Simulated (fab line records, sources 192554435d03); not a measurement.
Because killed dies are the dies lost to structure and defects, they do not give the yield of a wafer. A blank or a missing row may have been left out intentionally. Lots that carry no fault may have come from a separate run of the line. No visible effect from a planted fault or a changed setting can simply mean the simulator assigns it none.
Split-lot study :: flow n5-finfet :: on a route of 1938 steps: 7 lots, 21 wafers read

THE SPLIT
At N5_BEOL_M8_EXPOSE_25 (exposes mask V7, target cd 40 nm), the setting dose-mj was moved away from the recipe's 42.5 on 5 of the 21 wafers read, by -5.2% to +7.4%. This setting was run at the recipe's value on the other wafers.

FROM THE SPLIT TO THE READING: what the file shows between them, 2 steps
- N5_BEOL_M8_PEB_26: peb time 60 s
- N5_BEOL_M8_DEVELOP_27: develop time 30 s

THE READING
Shown in nm: cd-nm at N5_BEOL_M8_CD_MEAS_28, with target cd 40 nm. Fault-free wafers of this fab line usually give 39.98 nm, standard deviation 0.21 nm.

wafer: L076.1
tool, chamber at the split: euv-scanner-01, 0
dose-mj as run: 42.5
against the recipe: recipe
cd-nm, nm: 40.18
against lot-mates on the recipe: -

wafer: L076.2
tool, chamber at the split: euv-scanner-01, 0
dose-mj as run: 42.5
against the recipe: recipe
cd-nm, nm: 40.18
against lot-mates on the recipe: -

wafer: L076.5
tool, chamber at the split: euv-scanner-01, 0
dose-mj as run: 40.29
against the recipe: -5.2%
cd-nm, nm: 38.75
against lot-mates on the recipe: -1.43

wafer: L077.4
tool, chamber at the split: euv-scanner-02, 0
dose-mj as run: 42.5
against the recipe: recipe
cd-nm, nm: 40.06
against lot-mates on the recipe: -

wafer: L077.5
tool, chamber at the split: euv-scanner-02, 0
dose-mj as run: 42.5
against the recipe: recipe
cd-nm, nm: 39.46
against lot-mates on the recipe: -

wafer: L077.6
tool, chamber at the split: euv-scanner-02, 0
dose-mj as run: 42.5
against the recipe: recipe
cd-nm, nm: 40.06
against lot-mates on the recipe: -

wafer: L082.1
tool, chamber at the split: euv-scanner-01, 0
dose-mj as run: 42.5
against the recipe: recipe
cd-nm, nm: 40.05
against lot-mates on the recipe: -

wafer: L082.2
tool, chamber at the split: euv-scanner-01, 0
dose-mj as run: 42.5
against the recipe: recipe
cd-nm, nm: 40.08
against lot-mates on the recipe: -

wafer: L082.5
tool, chamber at the split: euv-scanner-01, 0
dose-mj as run: 42.5
against the recipe: recipe
cd-nm, nm: 40.11
against lot-mates on the recipe: -

wafer: L084.2
tool, chamber at the split: euv-scanner-02, 0
dose-mj as run: 42.5
against the recipe: recipe
cd-nm, nm: 39.92
against lot-mates on the recipe: -

wafer: L084.5
tool, chamber at the split: euv-scanner-02, 0
dose-mj as run: 42.5
against the recipe: recipe
cd-nm, nm: 40.54
against lot-mates on the recipe: -

wafer: L084.6
tool, chamber at the split: euv-scanner-02, 0
dose-mj as run: 42.5
against the recipe: recipe
cd-nm, nm: 40.02
against lot-mates on the recipe: -

wafer: L089.1
tool, chamber at the split: euv-scanner-02, 0
dose-mj as run: 45.65
against the recipe: +7.4%
cd-nm, nm: 41.56
against lot-mates on the recipe: +1.64

wafer: L089.4
tool, chamber at the split: euv-scanner-02, 0
dose-mj as run: 45.65
against the recipe: +7.4%
cd-nm, nm: 41.42
against lot-mates on the recipe: +1.50

wafer: L089.6
tool, chamber at the split: euv-scanner-02, 0
dose-mj as run: 42.5
against the recipe: recipe
cd-nm, nm: 39.92
against lot-mates on the recipe: -

wafer: L093.2
tool, chamber at the split: euv-scanner-01, 0
dose-mj as run: 44
against the recipe: +3.5%
cd-nm, nm: 40.97
against lot-mates on the recipe: +0.77

wafer: L093.4
tool, chamber at the split: euv-scanner-01, 0
dose-mj as run: 42.5
against the recipe: recipe
cd-nm, nm: 40.08
against lot-mates on the recipe: -

wafer: L093.5
tool, chamber at the split: euv-scanner-01, 0
dose-mj as run: 42.5
against the recipe: recipe
cd-nm, nm: 40.32
against lot-mates on the recipe: -

wafer: L094.1
tool, chamber at the split: euv-scanner-02, 0
dose-mj as run: 42.5
against the recipe: recipe
cd-nm, nm: 39.70
against lot-mates on the recipe: -

wafer: L094.2
tool, chamber at the split: euv-scanner-02, 0
dose-mj as run: 45.4
against the recipe: +6.8%
cd-nm, nm: 41.09
against lot-mates on the recipe: +1.26

wafer: L094.4
tool, chamber at the split: euv-scanner-02, 0
dose-mj as run: 42.5
against the recipe: recipe
cd-nm, nm: 39.96
against lot-mates on the recipe: -

FIT RESULTS
A straight line over all 21 wafers: cd-nm changes by +0.199 nm for each +1% of dose-mj; r = +0.93; the points scatter about the line by 0.24 nm.
The same after taking each lot's own level away (the mean of its wafers on the recipe; 21 wafers): +0.217 nm for each +1%; r = +0.96; scatter 0.19 nm.
According to that fit, moving dose-mj by its largest amount changes the reading by 1.6 nm.
The span of the lots' own levels, 39.830 to 40.200 nm, comes to 1.8 times the standard deviation stated above.
The two slopes agree, so the slope changes little with the lot-to-lot level.
Check: +1.56 nm against its lot-mates is what the line predicts for one of the wafers moved furthest among these (+7.4%) when that wafer is left out of the fit. Against them it came out at +1.64 nm.

FURTHER SPLITS ON THESE WAFERS
Other splits were also applied to these wafers ahead of the reading. Each is held against what the fit with the lots' levels taken away leaves over:
other split on the same wafers: N5_BEOL_M6_TRENCH_ETCH_37 time-s
wafers away from the commonest value: 12
r with cd-nm (lot level and that fit taken away): +0.02

other split on the same wafers: N5_BEOL_M7_VIA_ETCH_34 source-w
wafers away from the commonest value: 7
r with cd-nm (lot level and that fit taken away): +0.01

other split on the same wafers: N5_BEOL_M7_ETCH_41 source-w
wafers away from the commonest value: 9
r with cd-nm (lot level and that fit taken away): +0.20

THE WHOLE CHAIN: every reading that the file lists as answering this split, in the file's order
step: N5_BEOL_M8_CD_MEAS_28
what it does: target cd 40 nm
reading: cd-nm
change (the file's fit): +0.216 nm for each +1% of the setting
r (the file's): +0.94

step: N5_BEOL_M8_DESCUM_33
what it does: chemistry O2, time 7 s
reading: BEOL_M8.cd-nm (the simulator's own value, which no gauge read)
change (the file's fit): +0.203 nm for each +1% of the setting
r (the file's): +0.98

step: N5_BEOL_M8_ETCH_65
what it does: etches SiARC in CF4, target depth 15.6 nm, time 26 s
reading: BEOL_M8.cd-nm (the simulator's own value, which no gauge read)
change (the file's fit): +0.191 nm for each +1% of the setting
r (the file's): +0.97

step: N5_BEOL_M8_VIA_ETCH_34
what it does: etches SiCOH lowk in C4F6/O2, target depth 125.5 nm, time 50.5 s
reading: BEOL_M8.cd-nm (the simulator's own value, which no gauge read)
change (the file's fit): +0.184 nm for each +1% of the setting
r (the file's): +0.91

FILE'S OWN FIT
cd-nm changes by +0.216 nm for each +1% of dose-mj, r = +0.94.
